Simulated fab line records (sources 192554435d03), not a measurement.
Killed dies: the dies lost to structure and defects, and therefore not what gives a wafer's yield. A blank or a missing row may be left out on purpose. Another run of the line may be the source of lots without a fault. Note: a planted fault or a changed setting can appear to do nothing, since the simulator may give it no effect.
Code-filled problem report in 8D (eight disciplines) form | flow n5-finfet | the parts of the form that need people (team, actions taken, sign-off) are left out

== 1. WHAT IS WRONG ==
At N5_BEOL_M9_VIA_ETCH_34, rf-fwd-power-W averages 259.4 W over 9 wafers from 3 lots, while fault-free wafers read 341.7 W, standard deviation 1.3. That puts it -63 standard deviations away from the usual mean.
The step: etches SiCOH lowk in C4F6/O2, target depth 182.4 nm, time 68.4 s.
First seen on wafer L627.1, day 16 00:55, on rie-diel-01. At this step, 21 wafers from 7 lots have a number in the record. By rule, "out" or "out of limits" means more than 4 standard deviations away from the usual mean. Any other wafer with a number is counted as sound.

== 2. WHAT THIS IS AND IS NOT ==
question                    | is                       | is not
which readings at this step | rf-fwd-power-W, rf-vpp-V | drypump-motor-current-A, oes-product-au, showerhead-plenum-p-Torr, throttle-valve-pct
which lots                  | L627, L628, L630         | L618, L638, L639, L640
which wafers of those lots  | all that have a number   | -
read on which tools         | rie-diel-01              | rie-diel-03, rie-diel-06
when                        | from day 16 00:55        | up to then (3 sound wafers); but 9 sound wafers of L638, L639, L640 came after

== 3. SUSPECTS, AND WHAT RULES EACH OUT ==
Counting: a tool at a process step up to the reading stays a suspect if it ran every lot that is out and no sound lot after the first of them.
- rie-diel-01 at N5_BEOL_M9_DESCUM_33 (chemistry O2, time 7 s): ruled out as a lasting fault. After its first lot that is out, L627 (day 16 00:44), sound lots L639 ran on it.
- rie-diel-01 at N5_BEOL_M9_ETCH_76 (etches underlayer in N2/H2, target depth 6.5 nm, time 5.2 s): ruled out as a lasting fault. After its first lot that is out, L627 (day 16 00:47), sound lots L639 ran on it.
- rie-diel-01 at N5_BEOL_M9_ETCH_65 (etches SiARC in CF4, target depth 15.6 nm, time 26 s): ruled out as a lasting fault. After its first lot that is out, L627 (day 16 00:47), sound lots L639 ran on it.
- rie-diel-01 at N5_BEOL_M9_ETCH_66 (etches SOC in N2/H2, target depth 80 nm, overetch 16 nm, time 120 s): ruled out as a lasting fault. After its first lot that is out, L627 (day 16 00:49), sound lots L639 ran on it.
- rie-diel-01 at N5_BEOL_M9_VIA_ETCH_34 (etches SiCOH lowk in C4F6/O2, target depth 182.4 nm, time 68.4 s): ruled out as a lasting fault. After its first lot that is out, L627 (day 16 00:55), sound lots L639 ran on it.
Left after counting: nothing in the record.

== 4. THE CAUSE (what the simulator had put in) ==
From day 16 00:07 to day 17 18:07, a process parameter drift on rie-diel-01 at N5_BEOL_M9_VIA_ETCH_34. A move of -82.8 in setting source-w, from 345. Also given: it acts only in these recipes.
Counting ruled it out, wrongly.

== 5. THE EFFECT CHAIN, in route order ==
One row per reading whose mean, taken over the struck wafers that have a number, lies over 3 standard deviations from the usual. Scope: only readings with a usual standard deviation given in the record; hours: median across lots of the time from each lot's start at the first step in this table that gives one to its start at this step; sigmas: change in usual standard deviations.
hours | step                   | reading        | usual     | on struck wafers | change | sigmas
0     | N5_BEOL_M9_VIA_ETCH_34 | oes_f_703_au   | 0.81 a.u. | 0.58             | -0.23  | -3.6
0     | N5_BEOL_M9_VIA_ETCH_34 | oes_o_777_au   | 0.81 a.u. | 0.61             | -0.20  | -3.3
0     | N5_BEOL_M9_VIA_ETCH_34 | rf-fwd-power-W | 341.7 W   | 259.4            | -82.3  | -63
0     | N5_BEOL_M9_VIA_ETCH_34 | rf-vpp-V       | 663 V     | 766              | +103   | +14
Process steps it contains:
- N5_BEOL_M9_VIA_ETCH_34: etches SiCOH lowk in C4F6/O2, target depth 182.4 nm, time 68.4 s.

== 6. WHAT WOULD HAVE CAUGHT IT SOONER ==
In this record the first reading out of limits was taken at day 16 00:55, 1 hour after the fault began at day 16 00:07.
